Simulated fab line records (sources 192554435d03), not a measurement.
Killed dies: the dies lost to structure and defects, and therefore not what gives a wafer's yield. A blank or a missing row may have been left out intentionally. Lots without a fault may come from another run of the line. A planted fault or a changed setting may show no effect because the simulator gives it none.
Which tool did it?	flow n5 finfet	11 lots with 33 wafers sampled at 2 steps, on a route of 1938 steps

WHAT THE GAUGES READ, wafer by wafer
N5_BEOL_M4_RC_MEAS_101. Usual: DIBL_N 36.2 mV/V, standard deviation 1.6; DIBL_P 36.1 mV/V, standard deviation 2; IOFF_N 0.16 nA/um, standard deviation 0.032; IOFF_P 0.22 nA/um, standard deviation 0.036; ION_N 672 uA/um, standard deviation 11; ION_P 463 uA/um, standard deviation 7.5; SS_N 71.4 mV/dec, standard deviation 0.58; SS_P 73.2 mV/dec, standard deviation 0.67; VT_N 250 mV, standard deviation 3.3; VT_P -250 mV, standard deviation 3.3.
lot	measured	on	DIBL_N (mV/V)	DIBL_P (mV/V)	IOFF_N (nA/um)	IOFF_P (nA/um)	ION_N (uA/um)	ION_P (uA/um)	SS_N (mV/dec)	SS_P (mV/dec)	VT_N (mV)	VT_P (mV)	flag
L347	day 8 07:29	prober-01	35.8 33.8 35.6	35.9 32.6 34.7	0.15 0.11 0.15	0.24 0.19 0.22	678 659 672	477 464 470	71.1 70.3 71.3	73.3 72.6 72.8	249 253 248	-246 -251 -247	
L348	day 8 11:39	prober-02	35.8 35.9 38.0	36.9 35.7 39.7	0.15 0.15 0.19	0.22 0.19 0.27	678 664 675	470 457 469	71.6 71.4 72.2	73.6 72.8 74.3	248 249 249	-250 -252 -249	
L350	day 9 05:44	prober-01	38.3 35.9 36.2	35.2 32.5 33.4	0.17 0.13 0.13	0.21 0.18 0.19	679 662 671	465 458 460	71.6 71.3 71.5	73.2 71.8 72.3	248 248 251	-249 -251 -250	
L351	day 9 08:32	prober-01	37.3 36.5 34.3	36.4 34.5 33.2	0.17 0.17 0.13	0.23 0.20 0.18	673 678 668	467 459 457	71.5 71.8 70.1	73.2 72.7 72.1	250 247 249	-247 -249 -250	
L354	day 10 04:14	prober-01	37.7 35.6 35.2	38.2 36.0 35.4	0.22 0.17 0.16	0.30 0.24 0.24	675 685 667	464 471 466	71.6 71.0 70.4	74.1 73.0 73.9	245 245 250	-245 -248 -245	
L363	day 12 09:08	prober-02	34.6 35.1 36.8	34.6 35.6 38.2	0.12 0.13 0.15	0.18 0.19 0.23	661 667 679	458 461 470	71.6 71.1 72.1	72.5 72.6 73.9	254 254 251	-253 -250 -250	
L362	day 12 12:28	prober-02	34.2 33.3 36.3	33.8 32.6 36.6	0.13 0.13 0.17	0.18 0.17 0.23	647 657 665	455 459 457	70.6 70.6 72.2	72.7 72.4 73.4	253 251 248	-253 -251 -250	
L367	day 13 06:59	prober-02	33.0 38.4 35.4	30.8 38.8 34.2	0.11 0.20 0.13	0.15 0.27 0.19	649 676 670	449 463 463	71.1 71.9 71.2	72.6 74.0 72.6	257 248 251	-254 -244 -249	
L366	day 13 17:14	prober-02	40.5 37.6 38.3	38.1 34.2 34.9	0.21 0.15 0.16	0.27 0.20 0.20	666 660 653	462 462 457	71.8 71.4 71.7	73.7 72.6 72.8	246 250 251	-247 -250 -250	
L368	day 14 11:01	prober-02	33.9 35.4 34.7	34.4 37.0 36.1	0.12 0.14 0.13	0.17 0.20 0.19	661 679 669	464 466 466	70.6 70.3 70.5	71.7 72.9 72.2	254 253 254	-253 -249 -252	
L369	day 15 03:51	prober-02	38.7 36.5 34.7	39.5 37.2 35.7	0.20 0.16 0.13	0.25 0.22 0.20	694 679 661	469 470 465	72.4 72.2 71.4	73.6 73.4 72.2	244 250 252	-246 -247 -252	

N5_BEOL_M15_THK_MEAS_50: measures by xrf. Usual: for M15_THK the level is 848 nm and the standard deviation is 19.
lot	measured	on	M15_THK (nm)	flag
L347	day 12 06:48	film metro-01	870 860 872	
L348	day 12 06:39	film metro-01	829 825 847	
L350	day 13 03:57	film metro-01	830 833 874	
L351	day 13 08:14	film metro-01	837 836 834	
L354	day 14 03:14	film metro-02	853 875 858	
L363	day 16 00:28	film metro-02	833 832 832	
L362	day 16 00:44	film metro-01	849 823 852	
L367	day 16 21:44	film metro-01	862 831 820	
L366	day 17 06:56	film metro-02	852 878 890	
L368	day 18 01:55	film metro-02	841 803 836	
L369	day 18 16:26	film metro-02	869 859 828	

WHICH TOOL RAN EACH LOT (tool, then ch and the chambers of the sampled wafers, then the start)
Before these readings, the record contains no process step.

AS READ BY THE TOOLS THEMSELVES (means over the sampled wafers that have a number; for cases with no such wafer, the mark the record gives instead)
The record holds no such reading with a usual standard deviation.

THE ANSWER, worked out from the rows above alone
Rule: a lot is off if the mean of its wafers that have a number lies more than 3 standard deviations from the usual mean. Also off: a lot with no number at a reading for which 4 or more lots have one. All remaining lots with rows at the step are treated as sound. The gauges are gone through in route order, then the tools' own readings, and for those a lot's mean is taken as printed above. At the first step where some lot is off, the reading lying furthest off is the one used; lots without a number count as furthest.
Across all readings shown, no lot is off: no conclusion can be drawn from this.

WHAT THE SIMULATOR HAD INSERTED
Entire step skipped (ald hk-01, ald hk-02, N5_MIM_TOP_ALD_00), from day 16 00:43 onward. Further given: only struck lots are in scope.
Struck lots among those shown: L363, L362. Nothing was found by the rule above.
